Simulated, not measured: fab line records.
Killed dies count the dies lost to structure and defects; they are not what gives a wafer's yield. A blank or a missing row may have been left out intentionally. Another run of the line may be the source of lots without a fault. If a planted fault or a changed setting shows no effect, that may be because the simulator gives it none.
Split-lot trial :: flow n5_finfet :: 21 wafers read across 7 lots, on a route 1938 steps long

## THE SPLIT ITSELF
At N5_FIN_SAQP_COAT_50 (time 60 s, resist thk 35 nm), the setting spin_rpm was moved away from the recipe's 1500 rpm on 11 of the 21 wafers read, by -4.1% to +8.9%. The other wafers ran this setting at the recipe's value.

## FROM THE SPLIT TO THE READING: what the file shows between them, 3 steps
- N5_FIN_SAQP_COAT_10: resist thk 90 nm
- N5_FIN_SAQP_EBR_12
- N5_FIN_SAQP_DESCUM_21: chemistry O2, time 7.9 s

## THE READING
CAR-ArF_of_FIN_SAQP_COAT_10.thk_nm (the simulator's own value, which no gauge read), in nm, at N5_FIN_SAQP_ETCH_51 (etches SiARC in CF4, target depth 45.5 nm, time 75.8 s). There is no usual value for it anywhere in the file. Average 50.94 nm, standard deviation 0.23 nm, over the 10 wafers here run with the recipe.

wafer: L074.2
tool, chamber at the split: litho_track-05, 0
spin_rpm as run, rpm: 1439
against the recipe: -4.1%
CAR-ArF_of_FIN_SAQP_COAT_10.thk_nm, nm: 50.47
against lot-mates on the recipe: -0.47

wafer: L074.3
tool, chamber at the split: litho_track-05, 0
spin_rpm as run, rpm: 1500
against the recipe: recipe
CAR-ArF_of_FIN_SAQP_COAT_10.thk_nm, nm: 50.94
against lot-mates on the recipe: -

wafer: L074.4
tool, chamber at the split: litho_track-05, 0
spin_rpm as run, rpm: 1439
against the recipe: -4.1%
CAR-ArF_of_FIN_SAQP_COAT_10.thk_nm, nm: 49.99
against lot-mates on the recipe: -0.95

wafer: L078.2
tool, chamber at the split: litho_track-05, 0
spin_rpm as run, rpm: 1500
against the recipe: recipe
CAR-ArF_of_FIN_SAQP_COAT_10.thk_nm, nm: 51.07
against lot-mates on the recipe: -

wafer: L078.3
tool, chamber at the split: litho_track-05, 0
spin_rpm as run, rpm: 1629
against the recipe: +8.6%
CAR-ArF_of_FIN_SAQP_COAT_10.thk_nm, nm: 52.24
against lot-mates on the recipe: +1.17

wafer: L078.5
tool, chamber at the split: litho_track-05, 0
spin_rpm as run, rpm: 1629
against the recipe: +8.6%
CAR-ArF_of_FIN_SAQP_COAT_10.thk_nm, nm: 52.09
against lot-mates on the recipe: +1.02

wafer: L081.1
tool, chamber at the split: litho_track-03, 0
spin_rpm as run, rpm: 1555
against the recipe: +3.7%
CAR-ArF_of_FIN_SAQP_COAT_10.thk_nm, nm: 51.47
against lot-mates on the recipe: +0.61

wafer: L081.3
tool, chamber at the split: litho_track-03, 0
spin_rpm as run, rpm: 1555
against the recipe: +3.7%
CAR-ArF_of_FIN_SAQP_COAT_10.thk_nm, nm: 51.4
against lot-mates on the recipe: +0.54

wafer: L081.4
tool, chamber at the split: litho_track-03, 0
spin_rpm as run, rpm: 1500
against the recipe: recipe
CAR-ArF_of_FIN_SAQP_COAT_10.thk_nm, nm: 50.86
against lot-mates on the recipe: -

wafer: L084.1
tool, chamber at the split: litho_track-01, 0
spin_rpm as run, rpm: 1634
against the recipe: +8.9%
CAR-ArF_of_FIN_SAQP_COAT_10.thk_nm, nm: 52.09
against lot-mates on the recipe: +0.93

wafer: L084.2
tool, chamber at the split: litho_track-01, 0
spin_rpm as run, rpm: 1500
against the recipe: recipe
CAR-ArF_of_FIN_SAQP_COAT_10.thk_nm, nm: 51.16
against lot-mates on the recipe: -

wafer: L084.6
tool, chamber at the split: litho_track-01, 0
spin_rpm as run, rpm: 1634
against the recipe: +8.9%
CAR-ArF_of_FIN_SAQP_COAT_10.thk_nm, nm: 52.39
against lot-mates on the recipe: +1.23

wafer: L089.2
tool, chamber at the split: litho_track-01, 0
spin_rpm as run, rpm: 1500
against the recipe: recipe
CAR-ArF_of_FIN_SAQP_COAT_10.thk_nm, nm: 50.43
against lot-mates on the recipe: -

wafer: L089.4
tool, chamber at the split: litho_track-01, 0
spin_rpm as run, rpm: 1613
against the recipe: +7.5%
CAR-ArF_of_FIN_SAQP_COAT_10.thk_nm, nm: 51.62
against lot-mates on the recipe: +1.19

wafer: L089.6
tool, chamber at the split: litho_track-01, 0
spin_rpm as run, rpm: 1613
against the recipe: +7.5%
CAR-ArF_of_FIN_SAQP_COAT_10.thk_nm, nm: 51.6
against lot-mates on the recipe: +1.17

wafer: L091.2
tool, chamber at the split: litho_track-01, 0
spin_rpm as run, rpm: 1500
against the recipe: recipe
CAR-ArF_of_FIN_SAQP_COAT_10.thk_nm, nm: 51.04
against lot-mates on the recipe: -

wafer: L091.3
tool, chamber at the split: litho_track-01, 0
spin_rpm as run, rpm: 1458
against the recipe: -2.8%
CAR-ArF_of_FIN_SAQP_COAT_10.thk_nm, nm: 50.32
against lot-mates on the recipe: -0.87

wafer: L091.5
tool, chamber at the split: litho_track-01, 0
spin_rpm as run, rpm: 1500
against the recipe: recipe
CAR-ArF_of_FIN_SAQP_COAT_10.thk_nm, nm: 51.33
against lot-mates on the recipe: -

wafer: L097.1
tool, chamber at the split: litho_track-03, 0
spin_rpm as run, rpm: 1500
against the recipe: recipe
CAR-ArF_of_FIN_SAQP_COAT_10.thk_nm, nm: 50.8
against lot-mates on the recipe: -

wafer: L097.4
tool, chamber at the split: litho_track-03, 0
spin_rpm as run, rpm: 1500
against the recipe: recipe
CAR-ArF_of_FIN_SAQP_COAT_10.thk_nm, nm: 51
against lot-mates on the recipe: -

wafer: L097.5
tool, chamber at the split: litho_track-03, 0
spin_rpm as run, rpm: 1500
against the recipe: recipe
CAR-ArF_of_FIN_SAQP_COAT_10.thk_nm, nm: 50.81
against lot-mates on the recipe: -

FIT RESULTS
A straight line over all 21 wafers: CAR-ArF_of_FIN_SAQP_COAT_10.thk_nm changes by +0.139 nm for each +1% of spin_rpm; r = +0.94; the points scatter about the line by 0.23 nm.
The same after taking each lot's own level away (the mean of its wafers on the recipe; 21 wafers): +0.145 nm for each +1%; r = +0.97; scatter 0.17 nm.
On that fit, the largest move of spin_rpm shifts the reading by 1.3 nm.
Measured against the standard deviation above, the lots' own levels, which go from 50.430 to 51.185 nm, span 3.3 times it.
Consequently the slope shifts little with the lot-to-lot level, the two slopes agreeing.
Check: for one of the wafers moved furthest among these (+8.9%), held out of the fit, the line's prediction against its lot-mates is +1.3 nm. Against them it came out at +0.93 nm.

## THESE WAFERS: OTHER SPLITS
Other splits were also applied to these wafers ahead of the reading. Each is held against what the fit with the lots' levels taken away leaves over:
other split on the same wafers: N5_WELL_APT_COAT_02 spin_rpm
wafers away from the commonest value: 6
r with CAR-ArF_of_FIN_SAQP_COAT_10.thk_nm (lot level and that fit taken away): -0.14

other split on the same wafers: N5_PMOS_HMC_CHANNEL_EPI_PEB_07 peb_time_s
wafers away from the commonest value: 8
r with CAR-ArF_of_FIN_SAQP_COAT_10.thk_nm (lot level and that fit taken away): +0.11

other split on the same wafers: N5_FIN_SAQP_HM_DEP_03 time_s
wafers away from the commonest value: 7
r with CAR-ArF_of_FIN_SAQP_COAT_10.thk_nm (lot level and that fit taken away): -0.47

## THE WHOLE CHAIN: every reading that the file lists as answering this split, in the file's order
step: N5_FIN_SAQP_COAT_50
what it does: time 60 s, resist thk 35 nm
reading: SiARC_of_FIN_SAQP_COAT_50.thk_nm (the simulator's own value, which no gauge read)
change (the file's fit): -0.162 nm for each +1% of the setting
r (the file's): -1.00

step: N5_FIN_SAQP_ETCH_51
what it does: etches SiARC in CF4, target depth 45.5 nm, time 75.8 s
reading: etch.depth_nm (the simulator's own value, which no gauge read)
change (the file's fit): -0.162 nm for each +1% of the setting
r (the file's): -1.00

step: N5_FIN_SAQP_ETCH_51
what it does: etches SiARC in CF4, target depth 45.5 nm, time 75.8 s
reading: CAR-ArF_of_FIN_SAQP_COAT_10.thk_nm (the simulator's own value, which no gauge read)
change (the file's fit): +0.142 nm for each +1% of the setting
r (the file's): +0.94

## THE FILE'S OWN FIT
CAR-ArF_of_FIN_SAQP_COAT_10.thk_nm changes by +0.142 nm for each +1% of spin_rpm, r = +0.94.
